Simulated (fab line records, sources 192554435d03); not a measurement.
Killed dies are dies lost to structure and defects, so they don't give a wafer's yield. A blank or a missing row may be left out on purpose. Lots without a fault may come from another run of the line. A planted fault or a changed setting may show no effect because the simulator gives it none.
fab line records | flow n5_finfet
record lots=24 wafers=72 last_day=19
route steps=1938 shown DUMMY_GATE@218
lots that met no fault: from a run of the same line without faults
start_h: hours from the record's first day to the start of the lot's first wafer shown | wait_h: hours since the lot's step before | " the same as in the row above | L1.1+2: a row that stands for several wafers | - no value, or no start given | * or withheld: withheld | < > ~ a bound
route shown NAME@n: a module of which the file shows steps, and the number in the route of the first | usual: mean/standard deviation of fault-free wafers | same: alike in all rows | chamber/n: place in a boat | sites: the reading at each site | _std_site: their standard deviation | _edge_site: outer sites' mean less inner sites' | radius_mm: how far each site lies from the wafer's centre | mask NAME#n: copy n | behind: the tool/chamber that last shaped the wafer | hold: why the lot was held/for how many hours/how that ended | device: the transistor (n, p or np) that didn't switch | end of line: the same wafers' tests at the end of the route | a step without rows: its recipe alone | killed: dies lost to structure and defects at the first sort, not the wafer's yield | map: a wafer's dies, x killed, . not, _ none there
set.NAME: the setting as run; set.NAME@STEP: as run at that earlier step | model.NAME: the simulator's own value behind a step, which no gauge read
steps of the route over a sample of lots; a table a step, a row a wafer
services: from which hour (start_h, from the record's first day; less than 0 if before it) a tool's chamber was out of use, for how many hours, and why
## steps
# step N5_DUMMY_GATE_CMP_04
# recipe material=a-Si post_cmp_clean=alkaline_brush
# usual motor_current_A=10.2/1.2 pad_life_wafers=1179/480 slurry_filter_dp_kPa=13.49/0.13 time_to_endpoint_s=13.9/2.9
# columns lot.wafer tool chamber start_h wait_h motor_current_A pad_life_wafers slurry_filter_dp_kPa time_to_endpoint_s
L074.3 cmp-02 1 41.05 0.0 9.0 2040 13.61 13.7
L074.5 " 1 " " 9.3 - 13.47 13.0
L074.6 " 2 " " 10.2 - 13.63 16.9
L075.2 cmp-02 3 48.69 0.0 10.7 2106 13.27 14.6
L075.3 " 1 " " 9.2 2108 13.34 9.3
L075.5 " 0 " " 8.9 - 13.29 11.4
L076.2 cmp-01 2 54.34 0.0 9.1 738 13.47 13.0
L076.1 " 1 " " 10.7 741 13.42 9.7
L076.6 " 3 " " 10.1 - 13.59 12.6
L078.1 cmp-01 0 65.26 0.1 11.7 823 13.62 9.4
L078.4 " 1 " " 10.4 824 13.65 13.7
L078.3 " 2 " " 8.3 825 13.53 12.5
L077.2 cmp-03 1 65.43 0.1 8.4 824 13.70 18.6
L077.1 " 2 " " 9.7 825 13.42 18.3
L077.6 " 0 " " 12.4 - 13.66 13.3
L079.3 cmp-03 1 73.15 0.0 8.8 882 13.68 19.7
L079.1 " 3 " " 11.0 884 13.53 12.8
L079.6 " 2 " " 10.1 - 13.51 18.7
L080.3 cmp-03 3 77.98 0.1 10.4 921 13.57 12.1
L080.6 " 0 " " 12.4 - 13.46 13.9
L080.5 " 1 " " 8.3 - 13.47 17.1
L081.2 cmp-02 1 83.21 0.1 9.5 145 13.43 19.1
L081.1 " 3 " " 11.4 147 13.40 16.4
L081.5 " 0 " " 8.9 - 13.38 17.8
L082.2 cmp-03 3 92.67 0.1 10.6 991 13.37 11.4
L082.1 " 0 " " 11.6 992 13.33 13.0
L082.6 " 3 " " 11.0 - 13.36 10.2
L083.2 cmp-03 3 97.30 0.0 10.2 1056 13.55 9.0
L083.1 " 0 " " 12.0 1057 13.30 13.5
L083.3 " 1 " " 8.3 1058 13.53 12.9
L084.1 cmp-01 0 101.50 0.1 12.3 1093 13.56 14.1
L084.5 " 3 " " 9.4 - 13.50 17.5
L084.6 " 0 " " 12.9 - 13.38 12.9
L085.3 cmp-03 1 110.26 0.1 8.2 1166 13.70 15.9
L085.1 " 2 " " 10.2 1167 13.60 17.3
L085.6 " 3 " " 10.6 - 13.46 12.0
L086.3 cmp-03 0 117.41 0.1 12.3 1232 13.53 16.2
L086.1 " 1 " " 8.7 1233 13.60 17.2
L086.5 " 3 " " 10.2 - 13.50 14.0
L087.2 cmp-02 2 121.38 0.1 10.2 315 13.60 19.5
L087.6 " 3 " " 11.1 - 13.63 18.6
L087.5 " 0 " " 9.0 - 13.42 18.5
L088.3 cmp-01 3 126.72 0.1 8.9 1303 13.56 14.8
L088.5 " 2 " " 9.2 - 13.18 13.3
L088.6 " 3 " " 9.3 - 13.34 15.9
L089.1 cmp-01 3 130.06 0.0 9.5 1326 13.63 13.2
L089.3 " 1 " " 10.1 1328 13.69 7.6
L089.6 " 3 " " 9.3 - 13.74 13.5
L090.1 cmp-03 0 138.84 0.1 11.7 1441 13.57 14.8
L090.3 " 2 " " 10.6 1443 13.68 16.6
L090.5 " 0 " " 11.8 - 13.42 13.1
L091.4 cmp-02 1 143.29 0.1 9.7 511 13.47 13.2
L091.1 " 2 " " 10.3 512 13.33 15.5
L091.6 " 1 " " 9.5 - 13.63 13.4
L092.2 cmp-01 0 149.33 0.1 12.3 1441 13.55 8.4
L092.3 " 1 " " 10.0 1442 13.77 10.4
L092.6 " 3 " " 9.0 - 13.12 15.4
L093.1 cmp-01 1 157.37 0.1 10.5 1496 13.43 10.6
L093.3 " 2 " " 9.5 1497 13.30 11.1
L093.5 " 0 " " 11.9 - 13.55 11.0
L094.1 cmp-01 1 160.16 0.1 10.1 1513 13.40 10.3
L094.2 " 2 " " 9.5 1514 13.44 9.7
L094.5 " 1 " " 10.8 - 13.43 7.9
L095.1 cmp-03 0 166.54 0.0 12.3 1668 13.61 15.4
L095.4 " 2 " " 10.0 1670 13.47 16.1
L095.6 " 0 " " 12.0 - 13.40 13.8
L096.4 cmp-01 0 171.93 0.0 11.9 1608 13.50 9.2
L096.3 " 1 " " 10.3 1609 13.48 8.0
L096.1 " 2 " " 9.1 1610 13.50 11.1
L097.1 cmp-01 2 178.74 0.0 9.6 1650 13.51 13.0
L097.3 " 3 " " 9.1 1651 13.58 15.6
L097.6 " 2 " " 9.3 - 13.62 14.1
# step N5_DUMMY_GATE_INSPECT_17
# recipe mode=adi inspect_instrument=brightfield
# usual raw_defect_count=200/50
# columns lot.wafer tool chamber start_h wait_h raw_defect_count
L074.3 defect_inspect-01 - 45.84 0.0 287
L074.5 " - " " 328
L074.6 " - " " 196
L075.2 defect_inspect-02 - 53.32 0.0 128
L075.3 " - " " 175
L075.5 " - " " 203
L076.1 defect_inspect-02 - 58.98 0.1 215
L076.2 " - " " 155
L076.6 " - " " 195
L078.1 defect_inspect-02 - 69.98 0.1 202
L078.3 " - " " 207
L078.4 " - " " 247
L077.1 defect_inspect-01 - 70.02 0.1 256
L077.2 " - " " 292
L077.6 " - " " 186
L079.1 defect_inspect-02 - 77.78 0.1 217
L079.3 " - " " 208
L079.6 " - " " 288
L080.3 defect_inspect-02 - 82.66 0.0 185
L080.5 " - " " 131
L080.6 " - " " 166
L081.1 defect_inspect-01 - 87.81 0.1 213
L081.2 " - " " 244
L081.5 " - " " 150
L082.1 defect_inspect-01 - 97.39 0.1 198
L082.2 " - " " 141
L082.6 " - " " 189
L083.1 defect_inspect-02 - 101.94 0.1 149
L083.2 " - " " 164
L083.3 " - " " 277
L084.1 defect_inspect-02 - 106.10 0.1 170
L084.5 " - " " 148
L084.6 " - " " 170
L085.1 defect_inspect-01 - 114.83 0.1 256
L085.3 " - " " 176
L085.6 " - " " 229
L086.1 defect_inspect-01 - 122.10 0.1 244
L086.3 " - " " 190
L086.5 " - " " 210
L087.2 defect_inspect-02 - 125.93 0.0 279
L087.5 " - " " 191
L087.6 " - " " 168
L088.3 defect_inspect-02 - 133.28 0.0 208
L088.5 " - " " 178
L088.6 " - " " 155
L089.1 defect_inspect-01 - 134.69 0.1 206
L089.3 " - " " 183
L089.6 " - " " 190
L090.1 defect_inspect-01 - 145.51 0.1 118
L090.3 " - " " 176
L090.5 " - " " 123
L091.1 defect_inspect-02 - 148.02 0.1 330
L091.4 " - " " 296
L091.6 " - " " 329
L092.2 defect_inspect-02 - 154.06 0.0 151
L092.3 " - " " 150
L092.6 " - " " 121
L093.1 defect_inspect-01 - 162.06 0.1 159
L093.3 " - " " 167
L093.5 " - " " 362
L094.1 defect_inspect-01 - 164.90 0.1 201
L094.2 " - " " 196
L094.5 " - " " 185
L095.1 defect_inspect-02 - 171.30 0.1 141
L095.4 " - " " 194
L095.6 " - " " 177
L096.1 defect_inspect-02 - 176.55 0.1 198
L096.3 " - " " 136
L096.4 " - " " 144
L097.1 defect_inspect-02 - 183.38 0.1 167
L097.3 " - " " 207
L097.6 " - " " 302
# step N5_DUMMY_GATE_ETCH_29
# recipe chemistry=N2/H2 target=underlayer target_depth_a=130 ion_energy_ev=200 pressure_mtorr=30 source_w=840 bias_w=150 n2_flow_sccm=200 h2_flow_sccm=200
# usual drypump_motor_current_A=5.9/0.43 oes_product_au=0.75/0.05 rf_vpp_V=524.2/2.5 showerhead_plenum_p_Torr=2.57/0.08 throttle_valve_pct=18.02/0.23
# columns lot.wafer tool chamber start_h wait_h drypump_motor_current_A oes_product_au rf_hours_counter_h rf_vpp_V showerhead_plenum_p_Torr throttle_valve_pct
L074.3 rie_diel-01 3 45.95 0.0 6.2 0.81 134 527.0 2.67 17.74
L074.5 " 3 " " 6.2 0.80 - 526.6 2.67 17.74
L074.6 " 2 " " 5.7 0.79 - 528.6 2.66 17.97
L075.2 rie_diel-01 1 53.51 0.0 6.2 0.75 154 520.9 2.46 18.16
L075.3 " 3 " " 6.2 0.80 136 526.8 2.67 17.74
L075.5 " 0 " " 6.1 0.69 - 522.8 2.52 17.74
L076.1 rie_diel-01 3 59.08 0.0 6.2 0.80 138 526.5 2.67 17.75
L076.2 " 0 " " 6.1 0.69 222 523.9 2.52 17.75
L076.6 " 1 " " 6.3 0.73 - 521.1 2.46 18.16
L078.1 rie_diel-03 3 70.08 0.0 6.4 0.92 37 523.2 2.48 17.65
L078.3 " 1 " " 6.1 0.73 165 527.5 2.65 18.02
L078.4 " 2 " " 4.7 0.76 122 526.5 2.66 18.13
L077.1 rie_diel-01 0 70.12 0.0 6.2 0.68 225 525.3 2.52 17.75
L077.2 " 2 " " 5.7 0.80 131 527.2 2.65 17.99
L077.6 " 1 " " 6.2 0.73 - 520.9 2.45 18.15
L079.1 rie_diel-01 0 77.88 0.0 6.2 0.68 227 523.5 2.52 17.77
L079.3 " 3 " " 6.2 0.79 143 526.6 2.67 17.76
L079.6 " 0 " " 6.2 0.68 - 520.6 2.52 17.77
L080.3 rie_diel-04 3 82.75 0.0 6.0 0.76 141 523.6 2.55 18.03
L080.5 " 0 " " 5.9 0.71 - 526.2 2.64 17.71
L080.6 " 3 " " 6.0 0.76 - 524.0 2.55 18.05
L081.1 rie_diel-01 1 87.91 0.0 6.3 0.72 164 519.9 2.45 18.16
L081.2 " 0 " " 6.2 0.68 230 523.2 2.52 17.76
L081.5 " 2 " " 5.7 0.78 - 527.0 2.65 18.00
L082.1 rie_diel-04 2 97.49 0.0 5.2 0.72 235 522.9 2.52 18.17
L082.2 " 1 " " 6.1 0.82 95 520.6 2.48 18.39
L082.6 " 1 " " 6.1 0.82 - 519.3 2.48 18.40
L083.1 rie_diel-01 1 102.04 0.0 6.3 0.72 168 519.9 2.45 18.18
L083.2 " 2 " " 5.7 0.79 140 527.9 2.65 18.00
L083.3 " 3 " " 6.2 0.79 151 527.0 2.67 17.78
L084.1 rie_diel-04 0 106.19 0.0 5.9 0.70 193 527.3 2.64 17.70
L084.5 " 2 " " 5.2 0.72 - 521.7 2.52 18.15
L084.6 " 1 " " 6.1 0.82 - 521.1 2.48 18.40
L085.1 rie_diel-04 0 114.96 0.0 5.9 0.71 196 526.0 2.64 17.72
L085.3 " 1 " " 6.2 0.81 100 520.7 2.47 18.41
L085.6 " 2 " " 5.2 0.72 - 521.9 2.52 18.17
L086.1 rie_diel-01 0 122.20 0.0 6.1 0.67 239 522.2 2.52 17.78
L086.3 " 3 " " 6.2 0.78 157 527.7 2.66 17.78
L086.5 " 2 " " 5.7 0.78 - 526.3 2.65 18.01
L087.2 rie_diel-04 1 126.04 0.0 6.1 0.81 103 522.4 2.47 18.41
L087.5 " 3 " " 5.9 0.76 - 523.7 2.55 18.05
L087.6 " 0 " " 5.9 0.70 - 526.3 2.63 17.73
L088.3 rie_diel-03 1 133.39 0.0 6.1 0.72 183 527.7 2.64 18.04
L088.5 " 1 " " 6.1 0.72 - 526.7 2.64 18.05
L088.6 " 0 " " 5.0 0.75 - 523.8 2.56 18.27
L089.1 rie_diel-04 0 134.79 0.0 5.9 0.70 201 527.1 2.63 17.74
L089.3 " 3 " " 5.9 0.75 155 524.3 2.55 18.05
L089.6 " 0 " " 5.9 0.70 - 526.5 2.63 17.72
L090.1 rie_diel-01 2 145.61 0.0 5.7 0.78 153 527.4 2.64 18.02
L090.3 " 0 " " 6.2 0.66 245 522.7 2.51 17.77
L090.5 " 2 " " 5.7 0.77 - 526.4 2.64 18.02
L091.1 rie_diel-03 1 148.11 0.0 6.1 0.73 186 525.3 2.64 18.05
L091.4 " 0 " " 5.0 0.74 148 524.0 2.56 18.28
L091.6 " 3 " " 6.3 0.90 - 522.2 2.47 17.70
L092.2 rie_diel-03 1 154.16 0.0 6.1 0.71 188 528.4 2.64 18.06
L092.3 " 0 " " 5.0 0.73 149 523.7 2.56 18.28
L092.6 " 0 " " 5.0 0.74 - 524.0 2.56 18.29
L093.1 rie_diel-03 3 162.16 0.0 6.4 0.90 59 521.9 2.47 17.71
L093.3 " 2 " " 4.7 0.76 144 526.5 2.65 18.18
L093.5 " 1 " " 6.1 0.72 - 525.1 2.64 18.06
L094.1 rie_diel-01 2 165.00 0.0 5.7 0.76 159 527.5 2.64 18.04
L094.2 " 3 " " 6.2 0.77 168 526.4 2.66 17.79
L094.5 " 1 " " 6.2 0.72 - 519.6 2.44 18.21
L095.1 rie_diel-04 1 171.41 0.0 6.1 0.79 117 521.8 2.47 18.43
L095.4 " 3 " " 6.0 0.74 166 523.5 2.54 18.08
L095.6 " 2 " " 5.3 0.71 - 522.5 2.52 18.18
L096.1 rie_diel-04 1 176.65 0.0 6.1 0.79 118 521.6 2.47 18.43
L096.3 " 3 " " 5.9 0.75 167 523.1 2.54 18.10
L096.4 " 3 " " 5.9 0.75 - 523.5 2.54 18.09
L097.1 rie_diel-01 1 183.51 0.1 6.3 0.71 190 520.0 2.44 18.21
L097.3 " 2 " " 5.7 0.76 - 526.4 2.64 18.03
L097.6 " 1 " " 6.3 0.71 - 520.9 2.44 18.22
# step N5_DUMMY_GATE_CD_MEAS_24
# recipe target_cd_nm=15
# usual cd_nm=15.1/0.42
# columns lot.wafer tool chamber start_h wait_h cd_nm
L074.3 cd_sem-03 - 46.76 0.1 15.2
L074.5 " - " " 14.6
L074.6 " - " " 14.8
L075.2 cd_sem-01 - 54.32 0.1 14.9
L075.3 " - " " 14.3
L075.5 " - " " 15.3
L076.1 cd_sem-02 - 59.88 0.1 15.4
L076.2 " - " " 15.5
L076.6 " - " " 15.5
L078.1 cd_sem-02 - 70.89 0.1 14.9
L078.3 " - " " 14.6
L078.4 " - " " 14.9
L077.1 cd_sem-01 - 70.93 0.1 15.4
L077.2 " - " " 14.8
L077.6 " - " " 15.3
L079.1 cd_sem-03 - 78.69 0.1 15.2
L079.3 " - " " 14.5
L079.6 " - " " 15.1
L080.3 cd_sem-01 - 83.58 0.1 14.9
L080.5 " - " " 14.5
L080.6 " - " " 14.9
L081.1 cd_sem-03 - 88.71 0.1 15.7
L081.2 " - " " 15.7
L081.5 " - " " 15.0
L082.1 cd_sem-01 - 98.59 0.1 15.0
L082.2 " - " " 15.5
L082.6 " - " " 14.8
L083.1 cd_sem-02 - 102.84 0.1 15.1
L083.2 " - " " 15.2
L083.3 " - " " 14.9
L084.1 cd_sem-02 - 107.00 0.1 14.6
L084.5 " - " " 15.2
L084.6 " - " " 14.9
L085.1 cd_sem-01 - 115.76 0.1 14.6
L085.3 " - " " 14.9
L085.6 " - " " 15.0
L086.1 cd_sem-02 - 123.23 0.1 15.8
L086.3 " - " " 15.5
L086.5 " - " " 14.6
L087.2 cd_sem-02 - 126.85 0.1 14.4
L087.5 " - " " 15.1
L087.6 " - " " 14.5
L088.3 cd_sem-02 - 134.20 0.1 15.1
L088.5 " - " " 14.5
L088.6 " - " " 14.9
L089.1 cd_sem-03 - 135.64 0.1 15.2
L089.3 " - " " 14.4
L089.6 " - " " 15.0
L090.1 cd_sem-02 - 146.42 0.1 15.1
L090.3 " - " " 15.6
L090.5 " - " " 15.5
L091.1 cd_sem-03 - 148.92 0.1 15.3
L091.4 " - " " 14.6
L091.6 " - " " 15.8
L092.2 cd_sem-01 - 154.96 0.1 15.2
L092.3 " - " " 15.4
L092.6 " - " " 15.2
L093.1 cd_sem-01 - 162.96 0.1 14.6
L093.3 " - " " 14.9
L093.5 " - " " 15.0
L094.1 cd_sem-01 - 165.80 0.1 15.3
L094.2 " - " " 15.3
L094.5 " - " " 14.7
L095.1 cd_sem-02 - 172.22 0.1 15.0
L095.4 " - " " 15.0
L095.6 " - " " 14.6
L096.1 cd_sem-03 - 177.47 0.1 14.8
L096.3 " - " " 15.4
L096.4 " - " " 14.6
L097.1 cd_sem-03 - 184.38 0.1 15.8
L097.3 " - " " 15.5
L097.6 " - " " 15.9
# step N5_DUMMY_GATE_ETCH_42
# recipe chemistry=CHF3/O2 target=SiO2 target_depth_a=35 time_s=31 ion_energy_ev=30 bias_w=12 pressure_mtorr=30 source_w=600 Ar_flow_sccm=200 CHF3_flow_sccm=50 O2_flow_sccm=5
# usual drypump_motor_current_A=5.8/0.52 oes_product_au=0.75/0.051 rf_vpp_V=42.7/0.92 showerhead_plenum_p_Torr=2.44/0.08 throttle_valve_pct=18.90/0.19
# columns lot.wafer tool chamber start_h wait_h drypump_motor_current_A oes_product_au rf_hours_counter_h rf_vpp_V showerhead_plenum_p_Torr throttle_valve_pct
L074.3 rie_diel-03 2 47.14 0.4 4.7 0.79 117 42.9 2.52 19.14
L074.5 " 3 " " 6.4 0.92 - 43.8 2.36 18.66
L074.6 " 2 " " 4.7 0.79 - 41.9 2.52 19.15
L075.2 rie_diel-04 3 54.37 0.0 6.0 0.76 134 43.2 2.42 18.90
L075.3 " 1 " " 6.0 0.81 87 41.8 2.33 19.00
L075.5 " 0 " " 5.9 0.71 - 41.4 2.51 18.69
L076.1 rie_diel-04 2 59.93 0.0 5.2 0.71 230 42.9 2.39 19.00
L076.2 " 1 " " 6.1 0.81 89 43.4 2.33 19.00
L076.6 " 0 " " 5.9 0.70 - 43.9 2.51 18.70
L078.1 rie_diel-03 2 70.94 0.0 4.7 0.76 122 41.8 2.52 19.17
L078.3 " 3 " " 6.4 0.89 37 43.0 2.36 18.65
L078.4 " 0 " " 5.0 0.76 128 41.6 2.43 19.10
L077.1 rie_diel-04 1 70.97 0.0 6.1 0.82 92 42.8 2.33 19.00
L077.2 " 3 " " 5.9 0.77 139 42.7 2.42 18.92
L077.6 " 3 " " 6.0 0.76 - 42.1 2.42 18.94
L079.1 rie_diel-03 3 78.77 0.1 6.4 0.89 38 44.0 2.36 18.65
L079.3 " 0 " " 5.0 0.74 129 42.8 2.43 19.12
L079.6 " 2 " " 4.7 0.78 - 42.1 2.52 19.15
L080.3 rie_diel-01 2 83.63 0.0 5.7 0.79 135 41.5 2.52 18.97
L080.5 " 1 " " 6.3 0.73 - 43.9 2.31 18.96
L080.6 " 2 " " 5.7 0.78 - 41.6 2.52 18.98
L081.1 rie_diel-01 3 88.76 0.0 6.2 0.78 147 42.8 2.51 18.56
L081.2 " 2 " " 5.7 0.78 137 40.9 2.52 18.97
L081.5 " 3 " " 6.2 0.77 - 41.9 2.51 18.54
L082.1 rie_diel-03 0 98.64 0.0 5.0 0.75 133 42.0 2.43 19.13
L082.2 " 3 " " 6.4 0.89 42 43.9 2.36 18.67
L082.6 " 2 " " 4.7 0.78 - 44.1 2.52 19.17
L083.1 rie_diel-04 3 102.90 0.1 5.9 0.76 144 43.1 2.41 18.93
L083.2 " 0 " " 5.9 0.71 192 42.9 2.51 18.70
L083.3 " 1 " " 6.1 0.81 96 41.4 2.32 19.02
L084.1 rie_diel-01 0 107.16 0.2 6.1 0.67 236 42.3 2.37 18.69
L084.5 " 0 " " 6.1 0.68 - 42.4 2.37 18.67
L084.6 " 1 " " 6.3 0.72 - 41.8 2.31 18.97
L085.1 rie_diel-03 2 115.81 0.0 4.7 0.76 133 41.5 2.52 19.19
L085.3 " 3 " " 6.4 0.89 47 44.0 2.36 18.68
L085.6 " 1 " " 6.1 0.73 - 41.6 2.50 18.96
L086.1 rie_diel-03 2 123.51 0.3 4.7 0.77 136 43.6 2.52 19.17
L086.3 " 1 " " 6.1 0.73 179 44.2 2.50 18.95
L086.5 " 1 " " 6.1 0.74 - 43.3 2.50 18.96
L087.2 rie_diel-03 3 126.90 0.0 6.4 0.89 51 44.0 2.36 18.68
L087.5 " 1 " " 6.1 0.74 - 40.6 2.50 18.96
L087.6 " 2 " " 4.7 0.77 - 41.7 2.52 19.18
L088.3 rie_diel-01 1 134.24 0.0 6.3 0.72 176 42.2 2.31 18.97
L088.5 " 2 " " 5.7 0.77 - 43.0 2.52 18.99
L088.6 " 3 " " 6.2 0.76 - 42.6 2.51 18.56
L089.1 rie_diel-01 0 135.84 0.2 6.1 0.67 243 43.6 2.37 18.68
L089.3 " 2 " " 5.7 0.77 151 42.7 2.52 19.00
L089.6 " 3 " " 6.2 0.77 - 42.9 2.51 18.58
L090.1 rie_diel-03 3 146.46 0.0 6.4 0.89 55 43.4 2.36 18.68
L090.3 " 0 " " 5.0 0.74 147 43.8 2.43 19.14
L090.5 " 3 " " 6.4 0.88 - 43.5 2.36 18.68
L091.1 rie_diel-01 0 148.97 0.0 6.2 0.67 247 43.6 2.37 18.69
L091.4 " 2 " " 5.6 0.76 155 43.2 2.51 19.00
L091.6 " 0 " " 6.2 0.67 - 41.4 2.37 18.69
L092.2 rie_diel-01 0 155.08 0.1 6.1 0.67 248 43.8 2.37 18.71
L092.3 " 3 " " 6.2 0.76 165 42.5 2.51 18.59
L092.6 " 3 " " 6.2 0.76 - 44.3 2.51 18.57
L093.1 rie_diel-04 1 163.01 0.0 6.1 0.79 115 43.8 2.32 19.05
L093.3 " 3 " " 5.9 0.74 163 44.0 2.41 18.98
L093.5 " 3 " " 6.0 0.74 - 42.8 2.41 18.96
L094.1 rie_diel-01 1 165.93 0.1 6.3 0.71 185 41.6 2.30 18.98
L094.2 " 2 " " 5.7 0.76 159 42.0 2.51 19.02
L094.5 " 2 " " 5.7 0.76 - 42.1 2.51 19.01
L095.1 rie_diel-01 3 172.27 0.0 6.2 0.76 170 42.6 2.50 18.58
L095.4 " 2 " " 5.7 0.76 - 41.6 2.51 19.02
L095.6 " 3 " " 6.2 0.76 - 43.7 2.50 18.58
L096.1 rie_diel-01 2 177.52 0.0 5.7 0.76 162 41.2 2.51 19.00
L096.3 " 2 " " 5.7 0.76 - 41.6 2.51 19.02
L096.4 " 1 " " 6.2 0.70 - 40.8 2.30 18.99
L097.1 rie_diel-04 1 184.43 0.0 6.1 0.79 120 41.7 2.31 19.05
L097.3 " 3 " " 5.9 0.74 170 42.6 2.41 18.98
L097.6 " 3 " " 5.9 0.74 - 44.7 2.40 18.98
# step N5_DUMMY_GATE_STRIP_48
# recipe chemistry=N2/H2 time_s=20 power_w=100 temp_c=40 pressure_mtorr=100 rf_frequency_hz=6e+07 bias_power_w=3 n2_flow_sccm=300 h2_flow_sccm=300
# usual drypump_motor_current_A=5.8/0.52 oes_product_au=0.76/0.048 rf_vpp_V=45.3/0.83 showerhead_plenum_p_Torr=3.42/0.1 throttle_valve_pct=12.32/0.18
# columns lot.wafer tool chamber start_h wait_h drypump_motor_current_A oes_product_au rf_hours_counter_h rf_vpp_V showerhead_plenum_p_Torr throttle_valve_pct
L074.3 rie_diel-03 2 47.19 0.0 4.7 0.80 117 45.8 3.53 12.40
L074.5 " 3 " " 6.4 0.90 - 44.1 3.30 11.88
L074.6 " 2 " " 4.7 0.79 - 45.1 3.53 12.39
L075.2 rie_diel-04 3 54.41 0.0 6.0 0.77 134 46.3 3.39 12.35
L075.3 " 1 " " 6.2 0.83 87 44.4 3.30 12.57
L075.5 " 0 " " 5.9 0.72 - 46.0 3.50 12.09
L076.1 rie_diel-04 2 59.98 0.0 5.3 0.72 230 45.3 3.35 12.49
L076.2 " 1 " " 6.2 0.82 89 45.2 3.30 12.59
L076.6 " 0 " " 5.9 0.71 - 45.8 3.50 12.09
L078.1 rie_diel-03 2 70.98 0.0 4.7 0.79 122 46.4 3.52 12.42
L078.3 " 3 " " 6.4 0.89 37 45.4 3.30 11.90
L078.4 " 0 " " 5.0 0.75 128 44.9 3.41 12.43
L077.1 rie_diel-04 1 71.02 0.0 6.1 0.83 92 44.4 3.29 12.57
L077.2 " 3 " " 6.0 0.77 139 44.9 3.39 12.36
L077.6 " 3 " " 6.0 0.78 - 45.1 3.39 12.34
L079.1 rie_diel-03 3 78.82 0.0 6.4 0.89 38 45.2 3.30 11.90
L079.3 " 0 " " 5.0 0.75 129 45.2 3.41 12.44
L079.6 " 2 " " 4.7 0.78 - 45.3 3.52 12.41
L080.3 rie_diel-01 2 83.67 0.0 5.7 0.79 135 43.0 3.51 12.28
L080.5 " 1 " " 6.2 0.74 - 45.2 3.26 12.43
L080.6 " 2 " " 5.7 0.79 - 44.5 3.51 12.30
L081.1 rie_diel-01 3 88.81 0.0 6.2 0.76 147 45.6 3.53 12.07
L081.2 " 2 " " 5.7 0.79 137 45.6 3.51 12.30
L081.5 " 3 " " 6.2 0.76 - 47.0 3.53 12.08
L082.1 rie_diel-03 0 98.69 0.0 5.0 0.75 133 46.7 3.41 12.46
L082.2 " 3 " " 6.4 0.89 42 44.3 3.29 11.91
L082.6 " 2 " " 4.8 0.79 - 45.2 3.52 12.43
L083.1 rie_diel-04 3 102.95 0.0 6.0 0.76 144 44.6 3.39 12.37
L083.2 " 0 " " 5.9 0.71 192 46.1 3.50 12.11
L083.3 " 1 " " 6.1 0.82 96 45.2 3.29 12.61
L084.1 rie_diel-01 0 107.21 0.0 6.1 0.68 236 44.2 3.34 12.24
L084.5 " 0 " " 6.2 0.68 - 45.9 3.34 12.26
L084.6 " 1 " " 6.3 0.72 - 45.2 3.26 12.47
L085.1 rie_diel-03 2 115.86 0.0 4.7 0.78 133 47.0 3.52 12.43
L085.3 " 3 " " 6.4 0.88 47 44.6 3.29 11.92
L085.6 " 1 " " 6.1 0.73 - 44.8 3.50 12.36
L086.1 rie_diel-03 2 123.56 0.0 4.7 0.77 136 45.7 3.52 12.44
L086.3 " 1 " " 6.1 0.74 179 44.1 3.50 12.39
L086.5 " 1 " " 6.1 0.75 - 45.8 3.50 12.39
L087.2 rie_diel-03 3 126.94 0.0 6.4 0.87 51 45.8 3.29 11.93
L087.5 " 1 " " 6.1 0.74 - 45.2 3.50 12.38
L087.6 " 2 " " 4.7 0.78 - 46.0 3.52 12.45
L088.3 rie_diel-01 1 134.29 0.0 6.2 0.73 176 46.5 3.25 12.49
L088.5 " 2 " " 5.7 0.78 - 45.0 3.51 12.32
L088.6 " 3 " " 6.2 0.75 - 46.3 3.53 12.10
L089.1 rie_diel-01 0 135.89 0.0 6.2 0.68 243 44.5 3.34 12.29
L089.3 " 2 " " 5.7 0.77 151 45.4 3.51 12.33
L089.6 " 3 " " 6.2 0.75 - 44.6 3.53 12.10
L090.1 rie_diel-03 3 146.51 0.0 6.4 0.87 55 45.4 3.29 11.95
L090.3 " 0 " " 5.0 0.73 147 45.3 3.40 12.50
L090.5 " 3 " " 6.4 0.87 - 45.5 3.29 11.94
L091.1 rie_diel-01 0 149.02 0.0 6.1 0.68 247 45.3 3.34 12.28
L091.4 " 2 " " 5.7 0.77 155 44.7 3.50 12.36
L091.6 " 0 " " 6.1 0.68 - 46.3 3.34 12.28
L092.2 rie_diel-01 0 155.13 0.0 6.2 0.68 248 45.8 3.34 12.29
L092.3 " 3 " " 6.2 0.76 165 44.8 3.52 12.12
L092.6 " 3 " " 6.2 0.75 - 45.0 3.52 12.12
L093.1 rie_diel-04 1 163.06 0.0 6.2 0.80 115 46.3 3.28 12.65
L093.3 " 3 " " 6.0 0.75 163 45.8 3.38 12.42
L093.5 " 3 " " 5.9 0.75 - 45.9 3.38 12.41
L094.1 rie_diel-01 1 165.98 0.0 6.3 0.71 185 44.5 3.25 12.48
L094.2 " 2 " " 5.7 0.76 159 45.3 3.50 12.34
L094.5 " 2 " " 5.7 0.77 - 45.4 3.50 12.37
L095.1 rie_diel-01 3 172.31 0.0 6.2 0.74 170 45.3 3.52 12.13
L095.4 " 2 " " 5.7 0.76 - 43.5 3.50 12.37
L095.6 " 3 " " 6.2 0.75 - 45.4 3.52 12.14
L096.1 rie_diel-01 2 177.59 0.0 5.7 0.75 162 45.8 3.50 12.37
L096.3 " 2 " " 5.7 0.76 - 45.8 3.50 12.36
L096.4 " 1 " " 6.3 0.71 - 44.8 3.25 12.51
L097.1 rie_diel-04 1 184.48 0.0 6.2 0.79 120 44.4 3.28 12.66
L097.3 " 3 " " 6.0 0.75 170 44.0 3.37 12.43
L097.6 " 3 " " 6.0 0.75 - 46.9 3.38 12.43
## services
# columns tool chamber start_h hours kind
rie_diel-03 0 22.59 6.4 repair
cmp-03 - 47.03 0.7 repair
cmp-02 - 51.20 4.0 pm
cmp-03 - 52.71 0.4 repair
cmp-02 - 55.20 - consumable_replace:conditioner
cmp-02 - 60.60 6.8 pm
cmp-02 - 68.98 0.6 repair
cmp-02 - 84.20 0.8 repair
cmp-03 - 86.04 1.2 repair
cmp-02 - 94.97 13.4 pm
cmp-02 - 115.04 3.9 repair
rie_diel-04 2 115.56 19.2 repair
cmp-01 - 131.64 5.3 pm
rie_diel-01 3 139.01 5.3 repair
rie_diel-04 2 153.49 7.9 repair
rie_diel-03 2 154.27 4.0 repair
rie_diel-01 0 162.16 - clean
rie_diel-01 0 162.16 - consumable_replace:focus_ring
rie_diel-01 0 162.16 22.8 scheduled_down
rie_diel-01 0 162.16 22.8 vent_cycle
rie_diel-04 2 172.44 - clean
rie_diel-04 2 172.44 - consumable_replace:focus_ring
rie_diel-01 3 175.59 15.8 repair
rie_diel-03 - 179.33 2.8 pm
## key
fault none
